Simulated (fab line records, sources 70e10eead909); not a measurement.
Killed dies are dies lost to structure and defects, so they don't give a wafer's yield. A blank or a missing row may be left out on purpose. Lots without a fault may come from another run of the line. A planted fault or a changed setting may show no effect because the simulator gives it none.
Chamber matching | flow nand_harc | NHARC_A_CHANNEL_HOLE_D1_ETCH_38 on rie_diel-03: 4 sister chambers
The step etches the open film in CF4, target depth 39 nm, time 65 s. 4 wafers are shown with their chamber, then 12 later ones without.

WAFERS WITH THEIR CHAMBER
wafer  | chamber | showerhead_plenum_p_Torr (Torr)
L091.3 | 2       | 1.67
L090.1 | 0       | 1.68
L090.2 | 1       | 1.80
L090.3 | 3       | 1.77

WAFERS WITHOUT THEIR CHAMBER
wafer  | showerhead_plenum_p_Torr (Torr)
L093.3 | 1.67
L093.5 | 1.80
L093.6 | 1.67
L094.1 | 1.68
L094.4 | 1.67
L094.5 | 1.77
L095.1 | 1.68
L095.4 | 1.67
L095.5 | 1.77
L096.4 | 1.67
L096.5 | 1.68
L096.6 | 1.79

WHICH CHAMBER EACH WENT THROUGH
wafer  | from the rows above | in truth
L093.3 | 2                   | 2
L093.5 | 1                   | 1
L093.6 | 2                   | 2
L094.1 | 0                   | 0
L094.4 | 2                   | 2
L094.5 | 3                   | 3
L095.1 | 0                   | 0
L095.4 | 2                   | 2
L095.5 | 3                   | 3
L096.4 | 2                   | 2
L096.5 | 0                   | 0
L096.6 | 1                   | 1
Placed correctly: 12 of 12. Can't be placed from these rows: 0. Placed wrongly: 0.
How it was worked out, from the rows above alone: a wafer's distance from a chamber is the root of the sum, over the readings, of the square of ((its reading less the chamber's mean) divided by the reading's scatter). The wafer belongs to the nearest chamber; if the next one is less than 2 further off, it can't be placed. A chamber's mean is the mean of its shown wafers. The scatter: with one shown wafer a chamber, the root of the mean of the squares of how far each hidden wafer lies from its nearest shown one.
